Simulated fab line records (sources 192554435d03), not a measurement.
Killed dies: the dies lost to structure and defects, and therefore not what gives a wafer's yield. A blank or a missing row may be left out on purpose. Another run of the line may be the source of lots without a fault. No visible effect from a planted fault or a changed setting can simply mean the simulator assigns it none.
Which of the tools did it? :: flow n5-finfet :: at 1 step of a route of 1938, 11 lots with 32 wafers sampled

## WHAT THE GAUGES SHOWED, per wafer
N5_BEOL_M5_THK_MEAS_01.
lot: L833
measured: day 8 17:05
on: film-metro-02
M5_ILD_THK (nm): 120.0 121.0 120.8

lot: L832
measured: day 8 19:43
on: film-metro-01
M5_ILD_THK (nm): 120.2 123.2 122.9

lot: L834
measured: day 8 22:36
on: film-metro-01
M5_ILD_THK (nm): 118.7 121.1 119.6

lot: L836
measured: day 9 14:19
on: film-metro-02
M5_ILD_THK (nm): 121.5 122.2 121.5

lot: L837
measured: day 9 23:47
on: film-metro-01
M5_ILD_THK (nm): 118.5 121.5

lot: L838
measured: day 10 03:18
on: film-metro-02
M5_ILD_THK (nm): 119.8 122.4 123.7

lot: L841
measured: day 10 23:54
on: film-metro-01
M5_ILD_THK (nm): 120.7 121.3 121.0

lot: L840
measured: day 11 06:19
on: film-metro-02
M5_ILD_THK (nm): 118.6 119.5 120.3

lot: L846
measured: day 12 02:59
on: film-metro-02
M5_ILD_THK (nm): 118.9 119.5 122.3

lot: L851
measured: day 13 14:11
on: film-metro-01
M5_ILD_THK (nm): 120.4 121.5 121.3

lot: L852
measured: day 13 21:51
on: film-metro-02
M5_ILD_THK (nm): 122.1 121.3 123.4

## WHAT TOOL EACH LOT RAN ON (gives the tool, then ch and the chambers of the sampled wafers, and finally the start)
There is no process step in the record ahead of these readings.

## AS READ BY THE TOOLS THEMSELVES (means over the sampled wafers that have a number; for cases with no such wafer, the mark the record gives instead)
The record holds no such reading with a usual standard deviation.

## THE ANSWER, worked out from the rows above alone
Rule: the usual values come from the lots themselves. The widest of any qualifying gaps counts: lots, ordered by their means at a reading, are off when they make up no more than a third of the lots, leave a main group of 4 or more, and stand apart from it by 3 or more times the standard deviation of that group's means. A main group whose means are all the same, to the digits that the tables above print for the reading, isn't used. A lot without any number at a reading at which 4 lots or more have one is off too. The other lots that the step has rows for count as sound. The gauges are gone through in route order, then the tools' own readings, and for those a lot's mean is taken as printed above. At the first step where some lot is off, the reading lying furthest off is the one used; lots without a number count as furthest.
None of the lots is off at any reading shown; this tells nothing.

## WHAT WAS PUT IN BY THE SIMULATOR
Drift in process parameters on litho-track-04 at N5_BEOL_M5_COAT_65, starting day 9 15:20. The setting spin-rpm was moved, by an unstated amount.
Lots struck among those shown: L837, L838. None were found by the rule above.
